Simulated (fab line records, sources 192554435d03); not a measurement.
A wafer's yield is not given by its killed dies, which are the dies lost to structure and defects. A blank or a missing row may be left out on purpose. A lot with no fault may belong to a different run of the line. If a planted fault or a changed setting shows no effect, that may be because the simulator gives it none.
fab line records || flow n5-finfet || part 2 of 2: steps 17 to 24 of 24
record: {"lots": 5, "wafers": 15, "last-day": 14}
route steps=1938 shown FIN_CUT@167 STI_FIN_REVEAL@183
lots that met no fault: from a run of the same line without faults
start-h: start of the lot's first displayed wafer, in hours after the record's first day || wait-h: how many hours have passed since the lot's step before this one || " identical to the entry in the row above || L1.1+2: a single row standing in for several wafers || - value missing, or start not given || * or withheld: withheld || < > ~ a bound
route shown NAME@n: NAME is a module with steps in the file, n the number in the route of the first one || usual: average and standard deviation across the fault-free wafers || same: alike in all rows || chamber/n: place in a boat || sites: readings site by site || _std_site: the standard deviation of these || _edge_site: mean of outer sites minus mean of inner sites || radius-mm: how far each site lies from the wafer's centre || mask NAME#n: copy n || behind: the last tool/chamber to shape the wafer || hold: why the lot was held/for how many hours/how that ended || device: transistor that didn't switch, given as n, p or np || end of line: the same wafers' tests at the end of the route || where a step has no rows: the recipe by itself || killed: dies lost to structure and defects at the first sort, not the wafer's yield || map: the dies of a wafer, with x for killed, . for not killed, _ for no die there
set.NAME: setting as actually run; set.NAME@STEP: the setting as run at that earlier step || model.NAME: the simulator's own value behind a step, which no gauge read
lots seen at some steps along the route; tables by step, rows by wafer
services: a tool's chamber out of use, with start hour (start-h, from the record's first day; less than 0 if before it), hours out, and reason
== steps ==
step: N5_STI_FIN_REVEAL_ALD_00
recipe: {"material": "SiO2", "target-thk-a": 10, "temp-c": 300, "ald-precursor-family": "BDEAS", "ald-co-reactant": "O2-plasma", "pulse-time-s": 1, "pressure-torr": 2}
usual: {"heater-power-w": "456/44", "precursor-pulse-height-rel": "1.000/0.021"}
{"lot.wafer": "L074.1", "tool": "ald-sin-01", "chamber": 3, "start-h": 28.30, "wait-h": 0.0, "heater-power-w": 485, "precursor-pulse-height-rel": 1.011, "since-wet-clean-h": 21}
{"lot.wafer": "L074.2", "tool": "ald-sin-01", "chamber": 0, "start-h": 28.30, "wait-h": 0.0, "heater-power-w": 428, "precursor-pulse-height-rel": 1.014, "since-wet-clean-h": 21}
{"lot.wafer": "L074.4", "tool": "ald-sin-01", "chamber": 1, "start-h": 28.30, "wait-h": 0.0, "heater-power-w": 442, "precursor-pulse-height-rel": 0.969, "since-wet-clean-h": 21}
{"lot.wafer": "L083.1", "tool": "ald-sin-03", "chamber": 2, "start-h": 82.47, "wait-h": 0.1, "heater-power-w": 400, "precursor-pulse-height-rel": 0.968, "since-wet-clean-h": 180}
{"lot.wafer": "L083.2", "tool": "ald-sin-03", "chamber": 1, "start-h": 82.47, "wait-h": 0.1, "heater-power-w": 400, "precursor-pulse-height-rel": 0.997, "since-wet-clean-h": 180}
{"lot.wafer": "L083.6", "tool": "ald-sin-03", "chamber": 1, "start-h": 82.47, "wait-h": 0.1, "heater-power-w": 398, "precursor-pulse-height-rel": 1.046, "since-wet-clean-h": "-"}
{"lot.wafer": "L085.1", "tool": "ald-sin-03", "chamber": 2, "start-h": 95.63, "wait-h": 0.9, "heater-power-w": 404, "precursor-pulse-height-rel": 0.981, "since-wet-clean-h": 193}
{"lot.wafer": "L085.3", "tool": "ald-sin-03", "chamber": 1, "start-h": 95.63, "wait-h": 0.9, "heater-power-w": 402, "precursor-pulse-height-rel": 0.970, "since-wet-clean-h": 193}
{"lot.wafer": "L085.6", "tool": "ald-sin-03", "chamber": 1, "start-h": 95.63, "wait-h": 0.9, "heater-power-w": 398, "precursor-pulse-height-rel": 0.979, "since-wet-clean-h": "-"}
{"lot.wafer": "L086.1", "tool": "ald-sin-04", "chamber": 1, "start-h": 102.75, "wait-h": 0.5, "heater-power-w": 468, "precursor-pulse-height-rel": 0.985, "since-wet-clean-h": 3}
{"lot.wafer": "L086.4", "tool": "ald-sin-04", "chamber": 3, "start-h": 102.75, "wait-h": 0.5, "heater-power-w": 445, "precursor-pulse-height-rel": 0.990, "since-wet-clean-h": 3}
{"lot.wafer": "L086.6", "tool": "ald-sin-04", "chamber": 1, "start-h": 102.75, "wait-h": 0.5, "heater-power-w": 467, "precursor-pulse-height-rel": 0.994, "since-wet-clean-h": "-"}
{"lot.wafer": "L087.1", "tool": "ald-sin-03", "chamber": 1, "start-h": 107.41, "wait-h": 0.0, "heater-power-w": 407, "precursor-pulse-height-rel": 0.983, "since-wet-clean-h": 204}
{"lot.wafer": "L087.2", "tool": "ald-sin-03", "chamber": 0, "start-h": 107.41, "wait-h": 0.0, "heater-power-w": 463, "precursor-pulse-height-rel": 1.024, "since-wet-clean-h": 204}
{"lot.wafer": "L087.6", "tool": "ald-sin-03", "chamber": 2, "start-h": 107.41, "wait-h": 0.0, "heater-power-w": 392, "precursor-pulse-height-rel": 1.008, "since-wet-clean-h": "-"}
step: N5_STI_FIN_REVEAL_ALD_14
recipe: {"material": "Si3N4", "target-thk-a": 30, "temp-c": 400, "ald-precursor-family": "SiH2I2", "ald-co-reactant": "N2/H2-plasma", "pressure-torr": 2}
usual: {"heater-power-w": "813/79"}
{"lot.wafer": "L074.1", "tool": "ald-sin-01", "chamber": 3, "start-h": 28.35, "wait-h": 0.0, "heater-power-w": 859, "since-wet-clean-h": 21}
{"lot.wafer": "L074.2", "tool": "ald-sin-01", "chamber": 0, "start-h": 28.35, "wait-h": 0.0, "heater-power-w": 787, "since-wet-clean-h": 21}
{"lot.wafer": "L074.4", "tool": "ald-sin-01", "chamber": 1, "start-h": 28.35, "wait-h": 0.0, "heater-power-w": 795, "since-wet-clean-h": 21}
{"lot.wafer": "L083.1", "tool": "ald-sin-03", "chamber": 2, "start-h": 82.52, "wait-h": 0.0, "heater-power-w": 696, "since-wet-clean-h": 180}
{"lot.wafer": "L083.2", "tool": "ald-sin-03", "chamber": 1, "start-h": 82.52, "wait-h": 0.0, "heater-power-w": 712, "since-wet-clean-h": 180}
{"lot.wafer": "L083.6", "tool": "ald-sin-03", "chamber": 1, "start-h": 82.52, "wait-h": 0.0, "heater-power-w": 717, "since-wet-clean-h": "-"}
{"lot.wafer": "L085.1", "tool": "ald-sin-03", "chamber": 2, "start-h": 95.67, "wait-h": 0.0, "heater-power-w": 710, "since-wet-clean-h": 193}
{"lot.wafer": "L085.3", "tool": "ald-sin-03", "chamber": 1, "start-h": 95.67, "wait-h": 0.0, "heater-power-w": 724, "since-wet-clean-h": 193}
{"lot.wafer": "L085.6", "tool": "ald-sin-03", "chamber": 1, "start-h": 95.67, "wait-h": 0.0, "heater-power-w": 729, "since-wet-clean-h": "-"}
{"lot.wafer": "L086.1", "tool": "ald-sin-04", "chamber": 1, "start-h": 102.80, "wait-h": 0.0, "heater-power-w": 832, "since-wet-clean-h": 3}
{"lot.wafer": "L086.4", "tool": "ald-sin-04", "chamber": 3, "start-h": 102.80, "wait-h": 0.0, "heater-power-w": 795, "since-wet-clean-h": 3}
{"lot.wafer": "L086.6", "tool": "ald-sin-04", "chamber": 1, "start-h": 102.80, "wait-h": 0.0, "heater-power-w": 825, "since-wet-clean-h": "-"}
{"lot.wafer": "L087.1", "tool": "ald-sin-03", "chamber": 1, "start-h": 107.46, "wait-h": 0.0, "heater-power-w": 716, "since-wet-clean-h": 205}
{"lot.wafer": "L087.2", "tool": "ald-sin-03", "chamber": 0, "start-h": 107.46, "wait-h": 0.0, "heater-power-w": 847, "since-wet-clean-h": 205}
{"lot.wafer": "L087.6", "tool": "ald-sin-03", "chamber": 2, "start-h": 107.46, "wait-h": 0.0, "heater-power-w": 706, "since-wet-clean-h": "-"}
step: N5_STI_FIN_REVEAL_FCVD_FILL_01
recipe: {"material": "SiO2_flowable", "target-thk-a": 3120, "temp-c": 100, "pressure-torr": 0.8, "rf-w": 2000, "time-s": 512.2}
{"lot.wafer": "L074.1+2+4", "tool": "fcvd-02", "chamber": "0,1,0", "start-h": 28.59, "wait-h": 0.1}
{"lot.wafer": "L083.1+2+6", "tool": "fcvd-02", "chamber": 0, "start-h": 82.76, "wait-h": 0.1}
{"lot.wafer": "L085.1+3+6", "tool": "fcvd-02", "chamber": 0, "start-h": 95.91, "wait-h": 0.1}
{"lot.wafer": "L086.1+4+6", "tool": "fcvd-01", "chamber": "1,0,0", "start-h": 103.04, "wait-h": 0.1}
{"lot.wafer": "L087.1+2+6", "tool": "fcvd-01", "chamber": "0,1,1", "start-h": 107.69, "wait-h": 0.1}
step: N5_STI_FIN_REVEAL_DENSIFY_02
recipe: {"temp-c": 650, "ambient": "steam", "time-s": 1800, "idle-temp-c": 400, "densification-p-h2o-torr": 640}
usual: {"spike-tc-centre-C": "650.5/0.97"}
{"lot.wafer": "L074.1", "tool": "furnace-01", "chamber": 0, "start-h": 29.22, "wait-h": 0.4, "spike-tc-centre-C": 650.1}
{"lot.wafer": "L074.2", "tool": "furnace-01", "chamber": 0, "start-h": 29.22, "wait-h": 0.4, "spike-tc-centre-C": 651.2}
{"lot.wafer": "L074.4", "tool": "furnace-01", "chamber": 0, "start-h": 29.22, "wait-h": 0.4, "spike-tc-centre-C": 650.0}
{"lot.wafer": "L083.1", "tool": "furnace-01", "chamber": 0, "start-h": 83.99, "wait-h": 1.0, "spike-tc-centre-C": 649.6}
{"lot.wafer": "L083.2", "tool": "furnace-01", "chamber": 0, "start-h": 83.99, "wait-h": 1.0, "spike-tc-centre-C": 649.2}
{"lot.wafer": "L083.6", "tool": "furnace-01", "chamber": 0, "start-h": 83.99, "wait-h": 1.0, "spike-tc-centre-C": 649.0}
{"lot.wafer": "L085.1", "tool": "furnace-02", "chamber": 0, "start-h": 96.55, "wait-h": 0.4, "spike-tc-centre-C": 650.4}
{"lot.wafer": "L085.3", "tool": "furnace-02", "chamber": 0, "start-h": 96.55, "wait-h": 0.4, "spike-tc-centre-C": 648.3}
{"lot.wafer": "L085.6", "tool": "furnace-02", "chamber": 0, "start-h": 96.55, "wait-h": 0.4, "spike-tc-centre-C": 649.6}
{"lot.wafer": "L086.1", "tool": "furnace-03", "chamber": 0, "start-h": 103.69, "wait-h": 0.4, "spike-tc-centre-C": 651.8}
{"lot.wafer": "L086.4", "tool": "furnace-03", "chamber": 0, "start-h": 103.69, "wait-h": 0.4, "spike-tc-centre-C": 651.2}
{"lot.wafer": "L086.6", "tool": "furnace-03", "chamber": 0, "start-h": 103.69, "wait-h": 0.4, "spike-tc-centre-C": 651.2}
{"lot.wafer": "L087.1", "tool": "furnace-02", "chamber": 0, "start-h": 108.33, "wait-h": 0.4, "spike-tc-centre-C": 651.0}
{"lot.wafer": "L087.2", "tool": "furnace-02", "chamber": 0, "start-h": 108.33, "wait-h": 0.4, "spike-tc-centre-C": 650.4}
{"lot.wafer": "L087.6", "tool": "furnace-02", "chamber": 0, "start-h": 108.33, "wait-h": 0.4, "spike-tc-centre-C": 649.2}
step: N5_STI_FIN_REVEAL_CMP_04
recipe: {"stop-on": "Si3N4", "t-overpolish-s": 4, "down-force-psi": 2, "platen-rpm": 54.18, "post-cmp-clean": "alkaline-brush", "pad-velocity-m-s": 1.078, "target-thk-nm": 131.83}
usual: {"head-pressure-psi": "2.000/0.0042", "motor-current-A": "8.2/0.79", "overpolish-run-s": "4.000/0.0093", "time-to-endpoint-s": "103/4.7"}
{"lot.wafer": "L074.1", "tool": "cmp-03", "chamber": 2, "start-h": 33.43, "wait-h": 0.1, "head-pressure-psi": 1.996, "motor-current-A": 6.8, "overpolish-run-s": 3.998, "time-to-endpoint-s": 99}
{"lot.wafer": "L074.2", "tool": "cmp-03", "chamber": 3, "start-h": 33.43, "wait-h": 0.1, "head-pressure-psi": 1.996, "motor-current-A": 8.0, "overpolish-run-s": 4.016, "time-to-endpoint-s": 101}
{"lot.wafer": "L074.4", "tool": "cmp-03", "chamber": 0, "start-h": 33.43, "wait-h": 0.1, "head-pressure-psi": 1.995, "motor-current-A": 8.5, "overpolish-run-s": 3.992, "time-to-endpoint-s": 99}
{"lot.wafer": "L083.2", "tool": "cmp-03", "chamber": 3, "start-h": 88.16, "wait-h": 0.0, "head-pressure-psi": 2.008, "motor-current-A": 8.1, "overpolish-run-s": 3.999, "time-to-endpoint-s": 108}
{"lot.wafer": "L083.1", "tool": "cmp-03", "chamber": 2, "start-h": 88.16, "wait-h": 0.0, "head-pressure-psi": 2.001, "motor-current-A": 6.9, "overpolish-run-s": 3.997, "time-to-endpoint-s": 104}
{"lot.wafer": "L083.6", "tool": "cmp-03", "chamber": 3, "start-h": 88.16, "wait-h": 0.0, "head-pressure-psi": 2.003, "motor-current-A": 8.2, "overpolish-run-s": 3.997, "time-to-endpoint-s": 107}
{"lot.wafer": "L085.3", "tool": "cmp-03", "chamber": 2, "start-h": 100.99, "wait-h": 0.3, "head-pressure-psi": 2.000, "motor-current-A": 6.9, "overpolish-run-s": 3.979, "time-to-endpoint-s": 108}
{"lot.wafer": "L085.1", "tool": "cmp-03", "chamber": 3, "start-h": 100.99, "wait-h": 0.3, "head-pressure-psi": 1.993, "motor-current-A": 8.1, "overpolish-run-s": 4.001, "time-to-endpoint-s": 109}
{"lot.wafer": "L085.6", "tool": "cmp-03", "chamber": 0, "start-h": 100.99, "wait-h": 0.3, "head-pressure-psi": 2.004, "motor-current-A": 8.3, "overpolish-run-s": 4.002, "time-to-endpoint-s": 107}
{"lot.wafer": "L086.1", "tool": "cmp-02", "chamber": 2, "start-h": 107.94, "wait-h": 0.1, "head-pressure-psi": 2.000, "motor-current-A": 8.3, "overpolish-run-s": 4.009, "time-to-endpoint-s": 111}
{"lot.wafer": "L086.4", "tool": "cmp-02", "chamber": 3, "start-h": 107.94, "wait-h": 0.1, "head-pressure-psi": 2.002, "motor-current-A": 7.6, "overpolish-run-s": 3.977, "time-to-endpoint-s": 104}
{"lot.wafer": "L086.6", "tool": "cmp-02", "chamber": 1, "start-h": 107.94, "wait-h": 0.1, "head-pressure-psi": 2.000, "motor-current-A": 8.4, "overpolish-run-s": 4.005, "time-to-endpoint-s": 103}
{"lot.wafer": "L087.1", "tool": "cmp-03", "chamber": 3, "start-h": 112.55, "wait-h": 0.1, "head-pressure-psi": 2.001, "motor-current-A": 8.0, "overpolish-run-s": 4.009, "time-to-endpoint-s": 104}
{"lot.wafer": "L087.2", "tool": "cmp-03", "chamber": 0, "start-h": 112.55, "wait-h": 0.1, "head-pressure-psi": 1.997, "motor-current-A": 8.5, "overpolish-run-s": 3.999, "time-to-endpoint-s": 106}
{"lot.wafer": "L087.6", "tool": "cmp-03", "chamber": 2, "start-h": 112.55, "wait-h": 0.1, "head-pressure-psi": 2.000, "motor-current-A": 7.1, "overpolish-run-s": 4.001, "time-to-endpoint-s": 100}
step: N5_STI_FIN_REVEAL_THK_MEAS_05
usual: {"thk-nm": "131.9/1.1"}
{"lot.wafer": "L074.1", "tool": "film-metro-02", "chamber": "-", "start-h": 33.68, "wait-h": "-", "thk-nm": 130.9}
{"lot.wafer": "L074.2", "tool": "film-metro-02", "chamber": "-", "start-h": 33.68, "wait-h": "-", "thk-nm": 131.6}
{"lot.wafer": "L074.4", "tool": "film-metro-02", "chamber": "-", "start-h": 33.68, "wait-h": "-", "thk-nm": 131.5}
{"lot.wafer": "L083.1", "tool": "film-metro-01", "chamber": "-", "start-h": 88.45, "wait-h": "-", "thk-nm": 130.9}
{"lot.wafer": "L083.2", "tool": "film-metro-01", "chamber": "-", "start-h": 88.45, "wait-h": "-", "thk-nm": 132.0}
{"lot.wafer": "L083.6", "tool": "film-metro-01", "chamber": "-", "start-h": 88.45, "wait-h": "-", "thk-nm": 131.1}
{"lot.wafer": "L085.1", "tool": "film-metro-01", "chamber": "-", "start-h": 101.21, "wait-h": "-", "thk-nm": 133.8}
{"lot.wafer": "L085.3", "tool": "film-metro-01", "chamber": "-", "start-h": 101.21, "wait-h": "-", "thk-nm": 134.0}
{"lot.wafer": "L085.6", "tool": "film-metro-01", "chamber": "-", "start-h": 101.21, "wait-h": "-", "thk-nm": 133.4}
{"lot.wafer": "L086.1", "tool": "film-metro-01", "chamber": "-", "start-h": 108.16, "wait-h": "-", "thk-nm": 132.9}
{"lot.wafer": "L086.4", "tool": "film-metro-01", "chamber": "-", "start-h": 108.16, "wait-h": "-", "thk-nm": 130.6}
{"lot.wafer": "L086.6", "tool": "film-metro-01", "chamber": "-", "start-h": 108.16, "wait-h": "-", "thk-nm": 132.3}
{"lot.wafer": "L087.1", "tool": "film-metro-02", "chamber": "-", "start-h": 112.82, "wait-h": 0.2, "thk-nm": 132.1}
{"lot.wafer": "L087.2", "tool": "film-metro-02", "chamber": "-", "start-h": 112.82, "wait-h": 0.2, "thk-nm": 131.1}
{"lot.wafer": "L087.6", "tool": "film-metro-02", "chamber": "-", "start-h": 112.82, "wait-h": 0.2, "thk-nm": 131.4}
step: N5_STI_FIN_REVEAL_DENSIFY_30
recipe: {"temp-c": "*", "time-s": "*", "ambient": "N2", "idle-temp-c": 600, "ramp-up-c-per-s": 150, "ramp-down-c-per-s": 60, "cool-to-c": 600}
usual: {"lamp-power-pct": "11.54/0.049", "wafer_temp_C_max": "*"}
{"lot.wafer": "L074.1", "tool": "rtp-anneal-02", "chamber": 0, "start-h": 33.84, "wait-h": 0.2, "lamp-power-pct": 11.47, "wafer_temp_C_max": "*"}
{"lot.wafer": "L074.2", "tool": "rtp-anneal-02", "chamber": 0, "start-h": 33.84, "wait-h": 0.2, "lamp-power-pct": 11.44, "wafer_temp_C_max": "*"}
{"lot.wafer": "L074.4", "tool": "rtp-anneal-02", "chamber": 0, "start-h": 33.84, "wait-h": 0.2, "lamp-power-pct": 11.51, "wafer_temp_C_max": "*"}
{"lot.wafer": "L083.1", "tool": "rtp-anneal-02", "chamber": 0, "start-h": 88.48, "wait-h": 0.0, "lamp-power-pct": 11.54, "wafer_temp_C_max": "*"}
{"lot.wafer": "L083.2", "tool": "rtp-anneal-02", "chamber": 0, "start-h": 88.48, "wait-h": 0.0, "lamp-power-pct": 11.48, "wafer_temp_C_max": "*"}
{"lot.wafer": "L083.6", "tool": "rtp-anneal-02", "chamber": 0, "start-h": 88.48, "wait-h": 0.0, "lamp-power-pct": 11.57, "wafer_temp_C_max": "*"}
{"lot.wafer": "L085.1", "tool": "rtp-anneal-02", "chamber": 0, "start-h": 101.24, "wait-h": 0.0, "lamp-power-pct": 11.56, "wafer_temp_C_max": "*"}
{"lot.wafer": "L085.3", "tool": "rtp-anneal-02", "chamber": 0, "start-h": 101.24, "wait-h": 0.0, "lamp-power-pct": 11.56, "wafer_temp_C_max": "*"}
{"lot.wafer": "L085.6", "tool": "rtp-anneal-02", "chamber": 0, "start-h": 101.24, "wait-h": 0.0, "lamp-power-pct": 11.55, "wafer_temp_C_max": "*"}
{"lot.wafer": "L086.1", "tool": "rtp-anneal-02", "chamber": 0, "start-h": 108.19, "wait-h": 0.0, "lamp-power-pct": 11.51, "wafer_temp_C_max": "*"}
{"lot.wafer": "L086.4", "tool": "rtp-anneal-02", "chamber": 0, "start-h": 108.19, "wait-h": 0.0, "lamp-power-pct": 11.57, "wafer_temp_C_max": "*"}
{"lot.wafer": "L086.6", "tool": "rtp-anneal-02", "chamber": 0, "start-h": 108.19, "wait-h": 0.0, "lamp-power-pct": 11.53, "wafer_temp_C_max": "*"}
{"lot.wafer": "L087.1", "tool": "rtp-anneal-02", "chamber": 0, "start-h": 112.85, "wait-h": 0.0, "lamp-power-pct": 11.52, "wafer_temp_C_max": "*"}
{"lot.wafer": "L087.2", "tool": "rtp-anneal-02", "chamber": 0, "start-h": 112.85, "wait-h": 0.0, "lamp-power-pct": 11.49, "wafer_temp_C_max": "*"}
{"lot.wafer": "L087.6", "tool": "rtp-anneal-02", "chamber": 0, "start-h": 112.85, "wait-h": 0.0, "lamp-power-pct": 11.52, "wafer_temp_C_max": "*"}
step: N5_STI_FIN_REVEAL_ETCHBACK_08
recipe: {"chemistry": "C4F6/O2", "target": "SiO2", "target-depth-a": 305, "time-s": 10.167, "ion-energy-ev": 250, "pressure-mtorr": 30, "source-w": 345, "bias-w": 185, "Ar_flow_sccm": 300, "C4F6_flow_sccm": 10, "O2_flow_sccm": 10}
usual: {"C4F6_flow_sccm": "9.999/0.028", "drypump-motor-current-A": "5.7/0.48", "oes_f_703_au": "0.81/0.062", "oes-product-au": "0.80/0.063", "rf-vpp-V": "662/15", "showerhead-plenum-p-Torr": "2.91/0.051", "throttle-valve-pct": "21.21/0.27"}
{"lot.wafer": "L074.1", "tool": "rie-diel-06", "chamber": 3, "start-h": 34.22, "wait-h": 0.4, "C4F6_flow_sccm": 10.006, "drypump-motor-current-A": 5.7, "oes_f_703_au": 0.89, "oes-product-au": 0.90, "rf-hours-counter-h": 38, "rf-vpp-V": 675, "showerhead-plenum-p-Torr": 2.92, "throttle-valve-pct": 21.35}
{"lot.wafer": "L074.2", "tool": "rie-diel-06", "chamber": 1, "start-h": 34.22, "wait-h": 0.4, "C4F6_flow_sccm": 10.061, "drypump-motor-current-A": 5.7, "oes_f_703_au": 0.76, "oes-product-au": 0.73, "rf-hours-counter-h": 155, "rf-vpp-V": 659, "showerhead-plenum-p-Torr": 2.94, "throttle-valve-pct": 21.11}
{"lot.wafer": "L074.4", "tool": "rie-diel-06", "chamber": 0, "start-h": 34.22, "wait-h": 0.4, "C4F6_flow_sccm": 9.956, "drypump-motor-current-A": 6.4, "oes_f_703_au": 0.76, "oes-product-au": 0.74, "rf-hours-counter-h": 149, "rf-vpp-V": 646, "showerhead-plenum-p-Torr": 2.84, "throttle-valve-pct": 21.43}
{"lot.wafer": "L083.1", "tool": "rie-diel-06", "chamber": 0, "start-h": 88.69, "wait-h": 0.2, "C4F6_flow_sccm": 9.978, "drypump-motor-current-A": 6.4, "oes_f_703_au": 0.75, "oes-product-au": 0.73, "rf-hours-counter-h": 167, "rf-vpp-V": 645, "showerhead-plenum-p-Torr": 2.84, "throttle-valve-pct": 21.47}
{"lot.wafer": "L083.2", "tool": "rie-diel-06", "chamber": 1, "start-h": 88.69, "wait-h": 0.2, "C4F6_flow_sccm": 9.997, "drypump-motor-current-A": 5.7, "oes_f_703_au": 0.75, "oes-product-au": 0.73, "rf-hours-counter-h": 172, "rf-vpp-V": 659, "showerhead-plenum-p-Torr": 2.93, "throttle-valve-pct": 21.13}
{"lot.wafer": "L083.6", "tool": "rie-diel-06", "chamber": 3, "start-h": 88.69, "wait-h": 0.2, "C4F6_flow_sccm": 10.002, "drypump-motor-current-A": 5.7, "oes_f_703_au": 0.86, "oes-product-au": 0.87, "rf-hours-counter-h": "-", "rf-vpp-V": 673, "showerhead-plenum-p-Torr": 2.91, "throttle-valve-pct": 21.38}
{"lot.wafer": "L085.1", "tool": "rie-diel-02", "chamber": 3, "start-h": 101.47, "wait-h": 0.2, "C4F6_flow_sccm": 9.985, "drypump-motor-current-A": 5.8, "oes_f_703_au": 0.82, "oes-product-au": 0.77, "rf-hours-counter-h": 99, "rf-vpp-V": 634, "showerhead-plenum-p-Torr": 2.87, "throttle-valve-pct": 21.45}
{"lot.wafer": "L085.3", "tool": "rie-diel-02", "chamber": 1, "start-h": 101.47, "wait-h": 0.2, "C4F6_flow_sccm": 10.022, "drypump-motor-current-A": 6.3, "oes_f_703_au": 0.71, "oes-product-au": 0.71, "rf-hours-counter-h": 202, "rf-vpp-V": 659, "showerhead-plenum-p-Torr": 2.83, "throttle-valve-pct": 20.97}
{"lot.wafer": "L085.6", "tool": "rie-diel-02", "chamber": 3, "start-h": 101.47, "wait-h": 0.2, "C4F6_flow_sccm": 10.012, "drypump-motor-current-A": 5.9, "oes_f_703_au": 0.83, "oes-product-au": 0.77, "rf-hours-counter-h": "-", "rf-vpp-V": 634, "showerhead-plenum-p-Torr": 2.87, "throttle-valve-pct": 21.43}
{"lot.wafer": "L086.1", "tool": "rie-diel-06", "chamber": 1, "start-h": 108.58, "wait-h": 0.3, "C4F6_flow_sccm": 10.015, "drypump-motor-current-A": 5.7, "oes_f_703_au": 0.74, "oes-product-au": 0.72, "rf-hours-counter-h": 180, "rf-vpp-V": 658, "showerhead-plenum-p-Torr": 2.93, "throttle-valve-pct": 21.16}
{"lot.wafer": "L086.4", "tool": "rie-diel-06", "chamber": 2, "start-h": 108.58, "wait-h": 0.3, "C4F6_flow_sccm": 9.971, "drypump-motor-current-A": 5.5, "oes_f_703_au": 0.80, "oes-product-au": 0.80, "rf-hours-counter-h": 88, "rf-vpp-V": 647, "showerhead-plenum-p-Torr": 2.88, "throttle-valve-pct": 21.04}
{"lot.wafer": "L086.6", "tool": "rie-diel-06", "chamber": 2, "start-h": 108.58, "wait-h": 0.3, "C4F6_flow_sccm": 10.015, "drypump-motor-current-A": 5.5, "oes_f_703_au": 0.81, "oes-product-au": 0.80, "rf-hours-counter-h": "-", "rf-vpp-V": 646, "showerhead-plenum-p-Torr": 2.88, "throttle-valve-pct": 21.05}
{"lot.wafer": "L087.1", "tool": "rie-diel-06", "chamber": 2, "start-h": 113.06, "wait-h": 0.2, "C4F6_flow_sccm": 10.036, "drypump-motor-current-A": 5.5, "oes_f_703_au": 0.81, "oes-product-au": 0.81, "rf-hours-counter-h": 89, "rf-vpp-V": 646, "showerhead-plenum-p-Torr": 2.88, "throttle-valve-pct": 21.06}
{"lot.wafer": "L087.2", "tool": "rie-diel-06", "chamber": 1, "start-h": 113.06, "wait-h": 0.2, "C4F6_flow_sccm": 9.956, "drypump-motor-current-A": 5.7, "oes_f_703_au": 0.74, "oes-product-au": 0.71, "rf-hours-counter-h": 182, "rf-vpp-V": 659, "showerhead-plenum-p-Torr": 2.93, "throttle-valve-pct": 21.13}
{"lot.wafer": "L087.6", "tool": "rie-diel-06", "chamber": 1, "start-h": 113.06, "wait-h": 0.2, "C4F6_flow_sccm": 9.960, "drypump-motor-current-A": 5.7, "oes_f_703_au": 0.74, "oes-product-au": 0.72, "rf-hours-counter-h": "-", "rf-vpp-V": 660, "showerhead-plenum-p-Torr": 2.93, "throttle-valve-pct": 21.17}
== services ==
{"tool": "fcvd-02", "chamber": "-", "start-h": 7.64, "hours": 0.5, "kind": "repair"}
{"tool": "rie-diel-06", "chamber": "-", "start-h": 9.25, "hours": 0.5, "kind": "repair"}
{"tool": "rie-si-05", "chamber": "-", "start-h": 14.18, "hours": 1.6, "kind": "repair"}
{"tool": "fcvd-02", "chamber": "-", "start-h": 16.03, "hours": 0.2, "kind": "repair"}
{"tool": "ald-sin-03", "chamber": 1, "start-h": 16.07, "hours": 8.5, "kind": "repair"}
{"tool": "ald-sin-03", "chamber": 2, "start-h": 16.97, "hours": 14.5, "kind": "repair"}
{"tool": "rie-diel-03", "chamber": 3, "start-h": 30.37, "hours": 10.2, "kind": "repair"}
{"tool": "wet-bench-04", "chamber": "-", "start-h": 37.71, "hours": 2.3, "kind": "repair"}
{"tool": "fcvd-01", "chamber": "-", "start-h": 38.42, "hours": 7.5, "kind": "pm"}
{"tool": "fcvd-02", "chamber": 1, "start-h": 38.47, "hours": 25.0, "kind": "repair"}
{"tool": "ald-sin-01", "chamber": "-", "start-h": 39.89, "hours": 1.0, "kind": "repair"}
{"tool": "fcvd-02", "chamber": "-", "start-h": 45.14, "hours": 0.4, "kind": "repair"}
{"tool": "ald-sin-03", "chamber": "-", "start-h": 59.72, "hours": 6.0, "kind": "pm"}
{"tool": "rie-si-05", "chamber": 2, "start-h": 60.03, "hours": 2.3, "kind": "repair"}
{"tool": "rie-diel-03", "chamber": 1, "start-h": 64.09, "hours": 32.7, "kind": "repair"}
{"tool": "fcvd-02", "chamber": 1, "start-h": 73.44, "hours": 15.0, "kind": "repair"}
{"tool": "wet-bench-05", "chamber": "-", "start-h": 78.14, "hours": 4.4, "kind": "repair"}
{"tool": "cmp-03", "chamber": "-", "start-h": 90.38, "hours": 4.7, "kind": "pm"}
{"tool": "wet-bench-01", "chamber": "-", "start-h": 91.28, "hours": 3.3, "kind": "repair"}
{"tool": "rie-diel-06", "chamber": 3, "start-h": 91.74, "hours": 2.4, "kind": "repair"}
{"tool": "rie-diel-04", "chamber": 1, "start-h": 100.49, "hours": 1.5, "kind": "repair"}
{"tool": "ald-sin-03", "chamber": 0, "start-h": 108.65, "hours": 1.6, "kind": "repair"}
{"tool": "rie-diel-04", "chamber": 3, "start-h": 109.90, "hours": 12.2, "kind": "repair"}
{"tool": "ald-sin-03", "chamber": 1, "start-h": 110.91, "hours": 6.8, "kind": "repair"}
